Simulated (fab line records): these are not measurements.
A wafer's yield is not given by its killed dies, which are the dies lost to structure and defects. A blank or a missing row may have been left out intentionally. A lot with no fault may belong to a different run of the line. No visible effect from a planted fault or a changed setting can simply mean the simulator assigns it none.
fab line records | flow nand-harc
record: lots: 6 wafers: 18 last-day: 33
route steps=1302 shown A_CHANNEL_HOLE_D2@579 A_CHANNEL_FILL_D2@610 END@1302
lots untouched by any fault: they come from a run of this same line in which no faults occurred
start-h: start of the lot's first displayed wafer, in hours after the record's first day | wait-h: how many hours have passed since the lot's step before this one | " the same as in the row above | L1.1+2: a single row standing in for several wafers | - no value present, or no start provided | * or withheld: withheld | < > ~ a bound
route shown NAME@n: NAME is a module with steps in the file, n the number in the route of the first one | usual: mean and standard deviation over wafers with no fault | same: alike in all rows | chamber/n: place in a boat | sites: readings site by site | _std_site: the standard deviation of these | _edge_site: the outer-site mean with the inner-site mean subtracted | radius-mm: how far each site lies from the wafer's centre | mask NAME#n: copy n | behind: tool/chamber where the wafer was last shaped | hold: why the lot was held/for how many hours/how that ended | device: whichever transistor did not switch (one of n, p or np) | end of line: the route-end tests of the same wafers | a step with no rows: only its recipe | killed: count of dies lost to structure and defects at first sort (not the wafer's yield) | map: a wafer's dies, marking killed ones x, the rest . and places with no die _
set.NAME: the run value of the setting; set.NAME@STEP: its run value at that earlier step | model.NAME: the simulator's own value behind a step, which no gauge read
lots at selected steps of the route; one table per step, one row per wafer
services: from which hour (start-h, from the record's first day; less than 0 if before it) a tool's chamber was out of use, for how many hours, and why
== steps ==
step: NHARC_A_CHANNEL_HOLE_D2_EXPOSE_07
recipe: na: 1.35 target-cd-nm: 100 sigma-outer: 0.3 dose-mj: 59.65 mask-id: HOLE_D2
step: NHARC_A_CHANNEL_HOLE_D2_PEB_08
recipe: peb-temp-c: 100 peb-time-s: 65
step: NHARC_A_CHANNEL_HOLE_D2_DEVELOP_09
recipe: develop-time-s: 35 dev-temp-c: 23
step: NHARC_A_CHANNEL_HOLE_D2_CD_MEAS_10
recipe: target-cd-nm: 100 landing-energy-ev: 500
usual: cd-nm: 100.1/0.46
columns lot.wafer tool chamber start-h wait-h cd-nm
L255.2 cd-sem-03 0 324.79 - 100.4
L255.3 " 0 " " 100.6
L255.6 " 0 " " 99.8
L265.3 cd-sem-01 0 443.34 - 100.2
L265.4 " 0 " " 99.6
L265.6 " 0 " " 100.0
L266.1 cd-sem-01 0 444.97 - 100.3
L266.2 " 0 " " 100.0
L266.3 " 0 " " 100.1
L269.3 cd-sem-01 0 466.09 - 99.6
L269.4 " 0 " " 100.4
L269.5 " 0 " " 100.2
L272.1 cd-sem-03 0 511.97 - 100.0
L272.4 " 0 " " 99.9
L272.5 " 0 " " 100.8
L274.1 cd-sem-01 0 522.58 - 99.9
L274.2 " 0 " " 99.9
L274.5 " 0 " " 99.4
step: NHARC_A_CHANNEL_HOLE_D2_OVL_MEAS_11
usual: overlay-x-nm: 0.3/1.1 overlay-y-nm: 0.0/0.95
columns lot.wafer tool chamber start-h wait-h overlay-x-nm overlay-y-nm
L255.2 overlay-01 - 324.88 - 1.1 0.2
L255.3 " - " " 0.9 0.7
L255.6 " - " " 0.3 0.5
L265.3 overlay-01 - 443.43 - -0.5 -1.1
L265.4 " - " " -1.1 -0.4
L265.6 " - " " -0.7 -0.9
L266.1 overlay-02 - 445.06 - -0.2 1.0
L266.2 " - " " -0.2 0.5
L266.3 " - " " -0.8 0.8
L269.3 overlay-02 - 466.18 - -0.3 -0.6
L269.4 " - " " -0.1 0.0
L269.5 " - " " -0.6 -0.7
L272.1 overlay-02 - 512.06 - -0.4 -0.6
L272.4 " - " " -1.0 -1.4
L272.5 " - " " -0.6 -1.0
L274.1 overlay-02 - 522.67 - -0.4 -1.7
L274.2 " - " " -0.3 -1.2
L274.5 " - " " 0.3 -1.8
step: NHARC_A_CHANNEL_HOLE_D2_INSPECT_12
usual: raw-defect-count: 33/24
columns lot.wafer tool chamber start-h wait-h raw-defect-count
L255.2 defect-inspect-02 - 324.92 0.0 7
L255.3 " - " " 4
L255.6 " - " " 3
L265.3 defect-inspect-02 - 443.46 0.0 9
L265.4 " - " " 10
L265.6 " - " " 16
L266.1 defect-inspect-01 - 445.10 0.0 48
L266.2 " - " " 65
L266.3 " - " " 70
L269.3 defect-inspect-01 - 466.21 0.0 53
L269.4 " - " " 58
L269.5 " - " " 56
L272.1 defect-inspect-01 - 512.09 0.0 21
L272.4 " - " " 23
L272.5 " - " " 30
L274.1 defect-inspect-02 - 522.70 0.0 5
L274.2 " - " " 2
L274.5 " - " " 0
step: NHARC_A_CHANNEL_HOLE_D2_DESCUM_15
recipe: time-s: 3 o2-flow-sccm: 200 ar-flow-sccm: 0 bias-power-w: 0 chemistry: O2
usual: drypump-motor-current-A: 5.6/0.42 oes-product-au: 1.001/0.011 rf-vpp-V: 57.9/0.8 showerhead-plenum-p-Torr: 1.90/0.069 throttle-valve-pct: 11.312/0.0094
same: time-s: 3
columns lot.wafer tool chamber start-h wait-h drypump-motor-current-A oes-product-au rf-hours-counter-h rf-vpp-V showerhead-plenum-p-Torr throttle-valve-pct
L255.2 rie-diel-05 3 324.99 0.1 6.1 1.026 4.9 58.5 1.90 11.322
L255.3 " 1 " " 5.8 0.996 5.0 57.7 1.81 11.322
L255.6 " 2 " " 5.0 0.988 - 56.8 2.03 11.313
L265.4 rie-diel-12 2 443.52 0.1 5.9 0.979 9.7 57.5 1.93 11.303
L265.3 " 3 " " 5.6 0.989 9.5 57.0 1.85 11.295
L265.6 " 2 " " 5.9 0.975 - 58.6 1.93 11.297
L266.2 rie-diel-12 0 445.17 0.1 6.2 1.005 9.5 56.6 1.81 11.333
L266.1 " 1 " " 5.4 0.979 8.1 59.3 2.00 11.302
L266.3 " 2 " " 5.9 0.981 10.3 59.3 1.93 11.314
L269.3 rie-diel-05 1 466.29 0.1 5.8 0.992 1.3 58.7 1.81 11.309
L269.4 " 2 " " 5.0 1.001 1.3 58.2 2.03 11.315
L269.5 " 0 " " 5.1 0.996 - 58.1 1.97 11.318
L272.4 rie-diel-12 0 512.17 0.1 6.3 1.007 3.0 58.6 1.81 11.313
L272.1 " 1 " " 5.4 1.011 3.1 57.9 2.00 11.318
L272.5 " 3 " " 5.6 1.015 - 58.0 1.85 11.299
L274.2 rie-diel-12 1 522.76 0.1 5.4 1.009 3.9 59.0 2.00 11.326
L274.1 " 2 " " 5.9 0.990 3.8 58.9 1.92 11.308
L274.5 " 1 " " 5.4 1.005 - 57.6 2.00 11.303
step: NHARC_A_CHANNEL_HOLE_D2_ETCH_38
recipe: target-depth-a: 390 over-etch-frac: 0.3 time-s: 65 ion-energy-ev: 80 cf4-flow-sccm: 150 ar-flow-sccm: 0 rf-w: 300 bias-w: 100 chemistry: CF4
usual: drypump-motor-current-A: 5.6/0.43 oes-product-au: 1.002/0.011 rf-vpp-V: 151.2/1.2 showerhead-plenum-p-Torr: 1.76/0.061 throttle-valve-pct: 13.284/0.0087
same: time-s: 65
columns lot.wafer tool chamber start-h wait-h drypump-motor-current-A oes-product-au rf-hours-counter-h rf-vpp-V showerhead-plenum-p-Torr throttle-valve-pct
L255.3 rie-diel-05 1 325.08 0.1 5.8 1.007 5.0 149.6 1.68 13.287
L255.2 " 3 " " 6.1 1.024 4.9 151.2 1.76 13.304
L255.6 " 3 " " 6.1 1.021 - 151.1 1.76 13.285
L265.4 rie-diel-12 3 443.61 0.1 5.6 0.999 9.5 149.8 1.72 13.286
L265.3 " 1 " " 5.4 0.981 7.8 151.3 1.84 13.288
L265.6 " 3 " " 5.6 0.995 - 150.8 1.72 13.282
L266.2 rie-diel-12 2 445.25 0.1 5.9 0.994 10.3 151.6 1.78 13.273
L266.1 " 3 " " 5.6 0.996 10.2 150.5 1.72 13.284
L266.3 " 1 " " 5.4 0.984 8.1 152.9 1.84 13.279
L269.3 rie-diel-05 1 466.36 0.1 5.8 0.982 1.4 149.6 1.68 13.286
L269.4 " 2 " " 5.0 1.005 1.3 152.3 1.87 13.284
L269.5 " 1 " " 5.8 0.980 - 149.3 1.68 13.296
L272.1 rie-diel-12 3 512.24 0.1 5.6 1.011 2.5 153.4 1.72 13.284
L272.4 " 2 " " 5.9 0.993 2.9 151.9 1.78 13.279
L272.5 " 3 " " 5.6 1.017 - 151.2 1.72 13.294
L274.1 rie-diel-12 0 522.85 0.1 6.2 1.009 4.1 149.2 1.68 13.291
L274.2 " 1 " " 5.4 1.014 3.9 153.2 1.84 13.286
L274.5 " 0 " " 6.2 1.013 - 151.3 1.68 13.293
step: NHARC_A_CHANNEL_HOLE_D2_ETCH_39
recipe: target-depth-a: 2600 over-etch-frac: 0.3 time-s: 325 ion-energy-ev: 200 n2-flow-sccm: 150 h2-flow-sccm: 150 ar-flow-sccm: 0 rf-w: 400 bias-w: 150 chemistry: N2/H2
step: NHARC_A_CHANNEL_HOLE_D2_ETCH_34
recipe: target-depth-a: 1540 time-s: 77 cf4-flow-sccm: 100 chf3-flow-sccm: 30 ar-flow-sccm: 0 rf-w: 500 bias-w: 200 chemistry: CF4/CHF3
step: NHARC_A_CHANNEL_HOLE_D2_ETCH_16
recipe: target-depth-a: 31000 over-etch-frac: 0.3 time-s: 806 ion-energy-ev: 150 o2-flow-sccm: 400 cos-flow-sccm: 20 ar-flow-sccm: 0 rf-w: 500 bias-w: 300 chemistry: O2/COS
step: NHARC_A_CHANNEL_HOLE_D2_CD_MEAS_18
usual: cd-nm: 99.7/2.2
columns lot.wafer tool chamber start-h wait-h cd-nm
L255.2 cd-sem-03 - 326.29 - 101.7
L255.3 " - " " 100.1
L255.6 " - " " 102.0
L265.3 cd-sem-01 - 444.64 - 102.3
L265.4 " - " " 99.7
L265.6 " - " " 99.2
L266.1 cd-sem-01 - 446.29 - 102.0
L266.2 " - " " 99.5
L266.3 " - " " 100.9
L269.3 cd-sem-02 - 467.38 - 99.3
L269.4 " - " " 98.2
L269.5 " - " " 101.3
L272.1 cd-sem-02 - 513.27 - 99.9
L272.4 " - " " 103.1
L272.5 " - " " 102.4
L274.1 cd-sem-01 - 523.87 - 99.2
L274.2 " - " " 97.1
L274.5 " - " " 99.8
step: NHARC_A_CHANNEL_HOLE_D2_ETCH_19
recipe: bias-v: 1200 source-w: 2500 pressure-mtorr: 15 time-s: 34.5 ar-flow-sccm: 375 c4f8-flow-sccm: 28.8 o2-flow-sccm: 96.2 temp-c: -20 target-depth-a: * chemistry: C4F8/O2/Ar
usual: bias-v: 1201/12 c4f8-flow-sccm: 28.82/0.082 drypump-motor-current-A: 6.02/0.13 he-backside-leak-sccm: 6.1/0.67 showerhead-plenum-p-Torr: 3.72/0.031 throttle-valve-pct: 37.038/0.009
same: time-s: 34.5
columns lot.wafer tool chamber start-h wait-h bias-v c4f8-flow-sccm drypump-motor-current-A he-backside-leak-sccm rf-hours-counter-h showerhead-plenum-p-Torr throttle-valve-pct
L255.2 har-etch-01 1 330.89 4.6 1194 28.82 5.84 6.0 172 3.73 37.037
L255.3 " 1 " " 1203 28.84 5.85 5.8 - 3.73 37.037
L255.6 " 1 " " 1198 28.83 5.86 5.7 - 3.73 37.041
L265.4 har-etch-01 0 444.74 0.1 1204 28.94 6.10 5.8 - 3.69 37.037
L265.3 " 1 " " 1196 28.81 5.88 6.4 - 3.69 37.034
L265.6 " 0 " " 1192 28.92 6.10 5.9 - 3.69 37.051
L266.1 har-etch-01 0 448.85 2.6 1205 28.73 6.07 5.9 245 3.69 37.042
L266.2 " 1 " " 1208 28.73 5.84 6.3 245 3.69 37.047
L266.3 " 0 " " 1211 28.89 6.07 6.1 - 3.69 37.034
L269.3 har-etch-02 1 468.08 0.7 1224 28.92 6.19 5.6 - 3.73 37.045
L269.4 " 0 " " 1217 28.76 5.99 5.6 - 3.73 37.045
L269.5 " 0 " " 1203 28.85 5.99 5.9 - 3.73 37.028
L272.1 har-etch-02 1 513.35 0.1 1181 28.85 6.21 10.1 72 3.71 37.031
L272.4 " 0 " " 1194 28.83 5.97 5.9 - 3.71 37.048
L272.5 " 0 " " 1203 28.90 5.95 6.3 - 3.71 37.050
L274.1 har-etch-01 0 523.94 0.1 1177 28.81 6.08 5.9 287 3.66 37.030
L274.2 " 1 " " 1186 28.85 5.87 6.6 287 3.66 37.032
L274.5 " 0 " " 1191 28.82 6.07 5.9 - 3.66 37.034
step: NHARC_A_CHANNEL_HOLE_D2_ETCH_20
recipe: bias-v: 3000 source-w: withheld pressure-mtorr: 20 time-s: 361.9 ar-flow-sccm: 375 c4f8-flow-sccm: 89.3 o2-flow-sccm: 35.7 temp-c: -20 target-depth-a: 16000 chemistry: C4F8/O2/Ar
step: NHARC_A_CHANNEL_HOLE_D2_ETCH_21
recipe: bias-v: 3000 source-w: withheld pressure-mtorr: 20 time-s: 514.3 ar-flow-sccm: 375 c4f8-flow-sccm: 89.3 o2-flow-sccm: 35.7 temp-c: -20 target-depth-a: 16000 chemistry: C4F8/O2/Ar
step: NHARC_A_CHANNEL_HOLE_D2_ETCH_22
recipe: bias-v: 3000 source-w: withheld pressure-mtorr: 20 time-s: 666.7 ar-flow-sccm: 375 c4f8-flow-sccm: 89.3 o2-flow-sccm: 35.7 temp-c: -20 target-depth-a: 16000 chemistry: C4F8/O2/Ar
usual: c4f8-flow-sccm: 89.33/0.26 drypump-motor-current-A: 6.02/0.13 he-backside-leak-sccm: 6.1/0.56 showerhead-plenum-p-Torr: 3.677/0.03 throttle-valve-pct: 32.154/0.0088
same: time-s: 666.7
columns lot.wafer tool chamber start-h wait-h c4f8-flow-sccm drypump-motor-current-A he-backside-leak-sccm rf-hours-counter-h showerhead-plenum-p-Torr throttle-valve-pct
L255.2 har-etch-01 1 331.84 0.4 89.72 5.87 5.7 173 3.687 32.152
L255.3 " 1 " " 89.67 5.86 5.8 - 3.687 32.157
L255.6 " 1 " " 89.48 5.84 5.7 - 3.686 32.149
L265.4 har-etch-01 0 445.77 0.4 89.45 6.10 5.8 - 3.650 32.149
L265.3 " 1 " " 89.53 5.85 6.3 - 3.649 32.155
L265.6 " 0 " " 89.05 6.09 5.9 - 3.649 32.136
L266.1 har-etch-01 0 449.72 0.4 89.17 6.08 6.0 245 3.647 32.161
L266.2 " 1 " " 89.38 5.84 6.4 245 3.647 32.163
L266.3 " 0 " " 89.48 6.09 6.1 - 3.647 32.151
L269.3 har-etch-02 1 469.09 0.4 89.20 6.21 5.8 - 3.685 32.151
L269.4 " 0 " " 89.61 5.97 6.0 - 3.685 32.153
L269.5 " 0 " " 89.32 6.00 5.9 - 3.685 32.153
L272.1 har-etch-02 1 514.21 0.4 89.51 6.19 6.3 73 3.671 32.163
L272.4 " 0 " " 89.55 5.97 5.9 - 3.671 32.157
L272.5 " 0 " " 89.63 5.98 5.9 - 3.671 32.163
L274.1 har-etch-01 0 524.81 0.4 89.02 6.08 6.0 288 3.624 32.137
L274.2 " 1 " " 89.19 5.81 6.5 288 3.624 32.152
L274.5 " 0 " " 89.22 6.08 6.0 - 3.624 32.159
step: NHARC_A_CHANNEL_HOLE_D2_ETCH_23
recipe: bias-v: 5000 source-w: withheld pressure-mtorr: 20 time-s: 819 ar-flow-sccm: 375 c4f8-flow-sccm: 89.3 o2-flow-sccm: 35.7 temp-c: -20 target-depth-a: 16000 chemistry: C4F8/O2/Ar
step: NHARC_A_CHANNEL_HOLE_D2_ETCH_24
recipe: bias-v: 5000 source-w: withheld pressure-mtorr: 20 time-s: 906.2 ar-flow-sccm: 375 c4f8-flow-sccm: 93.8 o2-flow-sccm: 31.2 temp-c: -20 target-depth-a: 15000 chemistry: C4F8/O2/Ar
step: NHARC_A_CHANNEL_HOLE_D2_ETCH_25
recipe: bias-v: 5000 source-w: withheld pressure-mtorr: 20 time-s: 1040.2 ar-flow-sccm: 375 c4f8-flow-sccm: 93.8 o2-flow-sccm: 31.2 temp-c: -20 target-depth-a: 15000 chemistry: C4F8/O2/Ar
usual: c4f8-flow-sccm: 93.8/0.31 drypump-motor-current-A: 6.02/0.13 he-backside-leak-sccm: 6.2/0.83 showerhead-plenum-p-Torr: 3.671/0.03 throttle-valve-pct: 32.234/0.0092
same: time-s: 1040.2
columns lot.wafer tool chamber start-h wait-h c4f8-flow-sccm drypump-motor-current-A he-backside-leak-sccm rf-hours-counter-h showerhead-plenum-p-Torr throttle-valve-pct
L255.2 har-etch-01 1 333.91 0.7 93.9 5.85 6.0 175 3.681 32.246
L255.3 " 1 " " 94.3 5.84 6.1 - 3.681 32.238
L255.6 " 1 " " 94.0 5.85 6.0 - 3.681 32.235
L265.4 har-etch-01 0 447.88 0.7 93.0 6.09 6.0 - 3.644 32.230
L265.3 " 1 " " 93.7 5.86 6.1 - 3.644 32.253
L265.6 " 0 " " 93.2 6.09 5.9 - 3.644 32.222
L266.1 har-etch-01 0 451.73 0.6 93.7 6.10 5.9 247 3.642 32.238
L266.2 " 1 " " 93.9 5.84 6.2 247 3.642 32.225
L266.3 " 0 " " 94.0 6.07 5.9 - 3.642 32.250
L269.3 har-etch-02 1 471.25 0.7 94.1 6.20 6.2 - 3.679 32.251
L269.4 " 0 " " 94.2 5.94 6.3 - 3.679 32.228
L269.5 " 0 " " 93.8 5.99 6.2 - 3.679 32.233
L272.1 har-etch-02 1 516.22 0.6 93.0 6.21 5.8 75 3.664 32.240
L272.4 " 0 " " 93.5 5.97 5.7 - 3.665 32.239
L272.5 " 0 " " 93.6 5.96 5.9 - 3.665 32.228
L274.1 har-etch-01 0 526.85 0.6 94.0 6.08 6.0 290 3.619 32.219
L274.2 " 1 " " 94.0 5.88 6.3 290 3.619 32.236
L274.5 " 0 " " 93.5 6.07 6.0 - 3.619 32.245
step: NHARC_A_CHANNEL_HOLE_D2_ETCH_26
recipe: bias-v: 300 source-w: 2000 pressure-mtorr: 30 time-s: 224.1 ar-flow-sccm: 375 c4f8-flow-sccm: 11.4 o2-flow-sccm: 113.6 temp-c: -20 target-depth-a: 3000 chemistry: C4F8/O2/Ar
step: NHARC_A_CHANNEL_HOLE_D2_ETCH_27
recipe: bias-v: 400 source-w: 2000 pressure-mtorr: 25 time-s: 90 ar-flow-sccm: 375 c4f8-flow-sccm: 41.7 o2-flow-sccm: 83.3 temp-c: -20 target-depth-a: 4000 chemistry: C4F8/O2/Ar
step: NHARC_A_CHANNEL_HOLE_D2_STRIP_41
recipe: n2-flow-sccm: 150 h2-flow-sccm: 150 ar-flow-sccm: 0 bias-w: 0 chemistry: N2/H2
step: NHARC_A_CHANNEL_HOLE_D2_STRIP_42
recipe: cf4-flow-sccm: 100 chf3-flow-sccm: 30 ar-flow-sccm: 0 bias-w: 0 chemistry: CF4/CHF3
step: NHARC_A_CHANNEL_HOLE_D2_STRIP_43
recipe: o2-flow-sccm: 400 cos-flow-sccm: 20 ar-flow-sccm: 0 bias-w: 0 chemistry: O2/COS
step: NHARC_A_CHANNEL_HOLE_D2_ETCH_44
recipe: target-depth-a: 1400 overetch-a: 140 time-s: 77 ion-energy-ev: 100 cf4-flow-sccm: 80 o2-flow-sccm: 20 ar-flow-sccm: 0 rf-w: 300 bias-w: 100 chemistry: CF4/O2
usual: drypump-motor-current-A: 5.6/0.43 oes-product-au: 1.000/0.012 rf-vpp-V: 197.8/1.2 showerhead-plenum-p-Torr: 1.33/0.048 throttle-valve-pct: 13.397/0.0097
same: time-s: 77
columns lot.wafer tool chamber start-h wait-h drypump-motor-current-A oes-product-au rf-hours-counter-h rf-vpp-V showerhead-plenum-p-Torr throttle-valve-pct
L255.3 rie-diel-12 2 335.62 0.1 5.9 0.992 2.7 197.4 1.34 13.403
L255.2 " 0 " " 6.2 1.013 2.7 195.9 1.26 13.409
L255.6 " 2 " " 5.9 1.003 - 198.5 1.34 13.385
L265.4 rie-diel-02 1 449.41 0.1 5.3 1.005 4.1 197.3 1.30 13.387
L265.3 " 0 " " 4.9 0.997 3.4 197.9 1.38 13.417
L265.6 " 1 " " 5.3 0.994 - 196.4 1.30 13.392
L266.2 rie-diel-02 3 453.55 0.1 4.9 1.001 3.4 197.5 1.38 13.391
L266.3 " 0 " " 4.9 0.988 3.7 199.7 1.38 13.392
L266.1 " 1 " " 5.3 0.989 4.3 196.1 1.30 13.386
L269.4 rie-diel-12 1 472.79 0.1 5.4 1.002 1.7 199.3 1.39 13.392
L269.3 " 3 " " 5.6 0.995 1.2 196.6 1.29 13.381
L269.5 " 2 " " 5.9 0.990 - 198.1 1.34 13.399
L272.1 rie-diel-05 0 518.06 0.1 5.1 0.990 5.1 199.0 1.37 13.399
L272.4 " 1 " " 5.8 0.993 5.2 196.7 1.26 13.385
L272.5 " 3 " " 6.0 1.010 - 199.2 1.32 13.398
L274.2 rie-diel-02 2 528.67 0.1 5.9 0.979 8.1 198.1 1.34 13.412
L274.1 " 3 " " 4.9 1.004 7.7 199.6 1.38 13.405
L274.5 " 3 " " 4.9 1.003 - 197.5 1.38 13.416
step: NHARC_A_CHANNEL_HOLE_D2_STRIP_28
recipe: o2-flow-sccm: 500 ar-flow-sccm: 0 bias-w: 0 chemistry: O2
step: NHARC_A_CHANNEL_HOLE_D2_PRECLEAN_29
recipe: time-s: * temp-c: 50 bath-age-min: 0 chemistry: SC1
step: NHARC_A_CHANNEL_HOLE_D2_SRD_30
step: NHARC_A_CHANNEL_HOLE_D2_CD_MEAS_31
usual: cd-nm: 90.4/1.1
columns lot.wafer tool chamber start-h wait-h cd-nm
L255.2 cd-sem-01 - 336.55 - 90.6
L255.3 " - " " 90.7
L255.6 " - " " 87.8
L265.3 cd-sem-01 - 450.21 - 92.2
L265.4 " - " " 89.2
L265.6 " - " " 89.2
L266.1 cd-sem-03 - 454.33 - 90.4
L266.2 " - " " 90.2
L266.3 " - " " 90.6
L269.3 cd-sem-03 - 473.59 - 91.6
L269.4 " - " " 91.1
L269.5 " - " " 89.7
L272.1 cd-sem-02 - 518.85 - 89.6
L272.4 " - " " 89.6
L272.5 " - " " 89.5
L274.1 cd-sem-02 - 529.47 - 91.3
L274.2 " - " " 90.5
L274.5 " - " " 92.7
step: NHARC_A_CHANNEL_HOLE_D2_XSEM_32
recipe: landing-energy-ev: 35000
step: NHARC_A_CHANNEL_HOLE_D2_INSPECT_40
usual: raw-defect-count: 280/68
columns lot.wafer tool chamber start-h wait-h raw-defect-count
L255.2 defect-inspect-02 - 336.74 - 467
L255.3 " - " " 286
L255.6 " - " " 231
L265.3 defect-inspect-02 - 450.40 - 942
L265.4 " - " " 873
L265.6 " - " " 812
L266.1 defect-inspect-02 - 454.52 - 813
L266.2 " - " " 830
L266.3 " - " " 860
L269.3 defect-inspect-01 - 473.77 - 234
L269.4 " - " " 234
L269.5 " - " " 212
L272.1 defect-inspect-01 - 519.04 - 192
L272.4 " - " " 220
L272.5 " - " " 174
L274.1 defect-inspect-01 - 529.66 - 432
L274.2 " - " " 313
L274.5 " - " " 407
step: NHARC_A_CHANNEL_FILL_D2_PRECLEAN_00
recipe: time-s: * temp-c: 50 bath-age-min: 0 chemistry: SC1
step: NHARC_END_SORT_01
recipe: temp-c: 25
usual: killed-at-array: 51/18 killed-at-other: 1.0/1.2 killed-at-periphery: 3.7/2.9 killed-dies: 55/19 killed-open: 3.5/1.9 killed-short: 2.6/1.6
same: gross-dies: 677
columns lot.wafer tool chamber start-h wait-h killed-at-array killed-at-other killed-at-periphery killed-dies killed-open killed-short
L255.2 prober-01 0 586.22 2.8 39 3 2 44 3 7
L255.3 prober-01 0 587.02 3.1 20 2 2 24 3 2
L255.6 prober-01 0 589.40 4.0 19 1 0 20 1 2
L265.3 prober-02 0 710.54 3.1 98 0 12 110 0 1
L265.4 prober-02 0 711.34 3.4 69 1 10 80 5 1
L265.6 prober-02 0 712.93 4.0 72 1 7 80 3 2
L266.1 prober-02 0 719.72 2.5 78 0 4 82 1 2
L266.2 prober-02 0 720.51 2.8 121 0 9 130 3 0
L266.3 prober-02 0 721.29 3.1 78 0 9 87 1 1
killed by level:class
L255.2 A_CHANNEL_HOLE_D2:chamber-film-flake=17 A_BLC:chamber-film-flake=6 A_CONTACT:chamber-film-flake=4 THIN_TSV:chamber-film-flake=3 A_CHANNEL_HOLE_D1:chamber-film-flake=2 A_SLIT:chamber-film-flake=2 P_STI:geometric-particle:short=1 P_M2:geometric-particle:short=1
L255.3 A_CHANNEL_HOLE_D2:chamber-film-flake=6 A_CONTACT:chamber-film-flake=6 A_BLC:chamber-film-flake=2 THIN_TSV:chamber-film-flake=2 P_M0:geometric-particle:short=1 A_DECK1_JOINT:geometric-particle:open=1 A_ONON_D2:geometric-particle:short=1 A_ONON_D2:geometric-particle:open=1
L255.6 A_CHANNEL_HOLE_D2:chamber-film-flake=9 A_CONTACT:chamber-film-flake=5 A_CHANNEL_FILL_D2:geometric-particle:short=1 A_CHANNEL_FILL_D2:geometric-particle:open=1 A_WL_FILL:geometric-particle:short=1 A_CHANNEL_HOLE_D1:chamber-film-flake=1 A_BLC:chamber-film-flake=1 THIN_TSV:chamber-film-flake=1
L265.3 A_CHANNEL_HOLE_D2:unspecified=75 A_SLIT:chamber-film-flake=10 P_BONDPAD:chamber-film-flake=5 A_STAIRCASE:chamber-film-flake=5 A_CHANNEL_HOLE_D2:chamber-film-flake=4 P_CONTACT:chamber-film-flake=4 P_GATE:chamber-film-flake=3 A_CHANNEL_HOLE_D1:chamber-film-flake=2
L265.4 A_SLIT:chamber-film-flake=27 A_CHANNEL_HOLE_D2:unspecified=24 A_STAIRCASE:chamber-film-flake=5 P_BONDPAD:chamber-film-flake=4 P_CONTACT:chamber-film-flake=3 P_GATE:chamber-film-flake=2 A_CHANNEL_HOLE_D2:chamber-film-flake=2 A_WL_FILL:chamber-film-flake=2
L265.6 A_SLIT:chamber-film-flake=34 A_CHANNEL_HOLE_D2:unspecified=29 P_CONTACT:chamber-film-flake=4 A_STAIRCASE:chamber-film-flake=3 P_BONDPAD:chamber-film-flake=2 A_WL_FILL:chamber-film-flake=2 A_ONON_D2:geometric-particle:short=1 A_WL_FILL:geometric-particle:open=1
L266.1 A_CHANNEL_HOLE_D1:chamber-film-flake=35 A_CHANNEL_HOLE_D2:unspecified=27 A_CONTACT:chamber-film-flake=8 A_SLIT:chamber-film-flake=4 A_STAIRCASE:chamber-film-flake=2 P_M0:geometric-particle:short=1 A_DECK1_JOINT:geometric-particle:short=1 A_M1:geometric-particle:open=1
L266.2 A_CHANNEL_HOLE_D2:unspecified=76 A_CHANNEL_HOLE_D1:chamber-film-flake=30 P_ZERO_WELL:chamber-film-flake=4 A_CONTACT:chamber-film-flake=4 A_CHANNEL_HOLE_D2:chamber-film-flake=3 A_SLIT:chamber-film-flake=3 A_WL_FILL:chamber-film-flake=3 P_CONTACT:chamber-film-flake=2
L266.3 A_CHANNEL_HOLE_D1:chamber-film-flake=35 A_CHANNEL_HOLE_D2:unspecified=29 P_CONTACT:chamber-film-flake=6 A_DECK1_JOINT:chamber-film-flake=3 A_SLIT:chamber-film-flake=3 P_BONDPAD:chamber-film-flake=2 A_CHANNEL_FILL_D2:chamber-film-flake=2 A_STAIRCASE:chamber-film-flake=2
== services ==
columns tool chamber start-h hours kind
rie-diel-12 0 301.90 - clean
rie-diel-12 1 301.90 - clean
rie-diel-12 2 301.90 - clean
rie-diel-12 3 301.90 - clean
rie-diel-05 0 316.02 13.5 repair
rie-diel-12 0 326.40 - clean
rie-diel-12 1 326.40 - clean
rie-diel-12 2 326.40 - clean
rie-diel-12 3 326.40 - clean
har-etch-02 - 327.22 4.0 repair
rie-diel-12 1 331.25 12.8 repair
rie-diel-12 0 350.90 - clean
rie-diel-12 1 350.90 - clean
rie-diel-12 2 350.90 - clean
rie-diel-12 3 350.90 - clean
rie-diel-12 0 375.40 - clean
rie-diel-12 1 375.40 - clean
har-etch-02 - 379.07 17.0 pm
rie-diel-02 - 393.70 9.0 pm
rie-diel-05 - 406.60 9.0 pm
rie-diel-02 2 411.68 7.4 repair
rie-diel-12 - 445.48 9.0 pm
rie-diel-12 3 479.57 10.5 repair
rie-diel-02 - 499.38 0.3 repair
== key ==
first-sign: step: NHARC_A_CHANNEL_HOLE_D2_INSPECT_40 reading: raw-defect-count direction: up sigmas: 8.4 usual: 280 struck: 855
effect: step: NHARC_END_SORT_01 reading: killed-dies direction: up sigmas: 2.1 usual: 55 struck: 95 wafers-moved: 2
more-kills-born-at: NHARC_A_CHANNEL_HOLE_D2_ETCH_19@har-etch-01: 188
met-at NHARC_A_CHANNEL_HOLE_D2_ETCH_19
struck-wafers L265.3,L265.4,L265.6,L266.1,L266.2,L266.3
tester-left-out L265,L266
onset-between 330.89 444.74
fault: kind: chamber-particle-source tool: har-etch-01 chamber: - onset-h: 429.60 steps: NHARC_A_CHANNEL_HOLE_D2_ETCH_19 rate-per-visit-cm2: 0.83624 end-h: 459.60
tester-left-out: of these lots the tester's yield and bins aren't shown, on N5 and GAA mostly nor the transistor test; their killed dies are dies lost to structure and defects alone, not to doping, threshold or leakage, so they don't give the yield
